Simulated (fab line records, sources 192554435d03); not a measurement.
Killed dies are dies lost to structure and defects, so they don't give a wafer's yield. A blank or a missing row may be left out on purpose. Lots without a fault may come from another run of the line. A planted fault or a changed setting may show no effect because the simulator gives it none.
Split-lot experiment | flow n5_finfet | 7 lots, 21 wafers read, on a route of 1938 steps

THE SPLIT
At N5_BEOL_M2_HM_DEP_02 (deposits TiN, target thk 20 nm), the setting target_thk_a was moved away from the recipe's 200 angstrom on 3 of the 21 wafers read, by -12.0% to +3.5%. The other wafers ran this setting at the recipe's value.

The reading is taken at the split's own step.

THE READING
TiN_of_BEOL_M2_HM_DEP_02.thk_nm (the simulator's own value, which no gauge read), in nm, at N5_BEOL_M2_HM_DEP_02 (deposits TiN, target thk 20 nm). The file gives no usual value for it. The 18 wafers here that ran the recipe average 20.1 nm, standard deviation 0.25 nm.

wafer  | tool, chamber at the split | target_thk_a as run, angstrom | against the recipe | TiN_of_BEOL_M2_HM_DEP_02.thk_nm, nm | against lot-mates on the recipe
L074.1 | pvd_sputter-02, -          | 200                           | recipe             | 20                                  | -
L074.4 | pvd_sputter-02, -          | 200                           | recipe             | 20.6                                | -
L074.5 | pvd_sputter-02, -          | 200                           | recipe             | 20.4                                | -
L079.3 | pvd_sputter-01, -          | 200                           | recipe             | 20                                  | -
L079.4 | pvd_sputter-01, -          | 200                           | recipe             | 19.8                                | -
L079.5 | pvd_sputter-01, -          | 200                           | recipe             | 20.4                                | -
L080.1 | pvd_sputter-03, -          | 200                           | recipe             | 19.8                                | -
L080.3 | pvd_sputter-03, -          | 200                           | recipe             | 20.2                                | -
L080.5 | pvd_sputter-03, -          | 200                           | recipe             | 20                                  | -
L082.2 | pvd_sputter-03, -          | 175.9                         | -12.0%             | 17.2                                | -2.7
L082.4 | pvd_sputter-03, -          | 200                           | recipe             | 20                                  | -
L082.6 | pvd_sputter-03, -          | 200                           | recipe             | 19.8                                | -
L083.2 | pvd_sputter-03, -          | 200                           | recipe             | 20                                  | -
L083.4 | pvd_sputter-03, -          | 200                           | recipe             | 20                                  | -
L083.6 | pvd_sputter-03, -          | 200                           | recipe             | 20                                  | -
L088.2 | pvd_sputter-01, -          | 200                           | recipe             | 20.2                                | -
L088.3 | pvd_sputter-01, -          | 200                           | recipe             | 20.4                                | -
L088.4 | pvd_sputter-01, -          | 200                           | recipe             | 20.6                                | -
L095.2 | pvd_sputter-02, -          | 200                           | recipe             | 20                                  | -
L095.3 | pvd_sputter-02, -          | 207                           | +3.5%              | 21                                  | +1.0
L095.6 | pvd_sputter-02, -          | 207                           | +3.5%              | 20.8                                | +0.8

THE FIT
A straight line over all 21 wafers: TiN_of_BEOL_M2_HM_DEP_02.thk_nm changes by +0.239 nm for each +1% of target_thk_a; r = +0.94; the points scatter about the line by 0.25 nm.
The same after taking each lot's own level away (the mean of its wafers on the recipe; 21 wafers): +0.229 nm for each +1%; r = +0.97; scatter 0.18 nm.
On that fit, the largest move of target_thk_a shifts the reading by 2.8 nm.
The lots' own levels span 19.90 to 20.40 nm, that is 2.0 times the standard deviation above.
So the lot-to-lot level changes the slope little: the two slopes agree.
Check: with one of the wafers moved furthest among these (-12.0%) left out of the fit, the line predicts -3.1 nm for it against its lot-mates. It came out at -2.7 nm against them.

OTHER SPLITS ON THESE WAFERS
These wafers also went through other splits before the reading. Each is held against what the fit with the lots' levels taken away leaves over:
other split on the same wafers            | wafers away from the commonest value | r with TiN_of_BEOL_M2_HM_DEP_02.thk_nm (lot level and that fit taken away)
N5_GATE_CUT_DESCUM_18 time_s              | 11                                   | +0.27
N5_MOL_CONTACT_COAG_EXPOSE_05 dose_mj     | 4                                    | -0.26
N5_MOL_CONTACT_COAG_ALD_131 ald_cycles    | 5                                    | +0.18
N5_BEOL_M0_SAQP_SPACER1_ALD_98 temp_c     | 9                                    | -0.34
N5_BEOL_M0_SAQP_COAT_105 spin_rpm         | 7                                    | -0.21
N5_BEOL_M0_ETCH_138 source_w              | 7                                    | -0.07
N5_BEOL_M0_TRENCH_ETCH_107 target_depth_a | 7                                    | +0.28
N5_BEOL_M1_TRENCH_ETCH_37 bias_w          | 7                                    | +0.00

THE FILE'S OWN FIT
TiN_of_BEOL_M2_HM_DEP_02.thk_nm changes by +0.227 nm for each +1% of target_thk_a, r = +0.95.
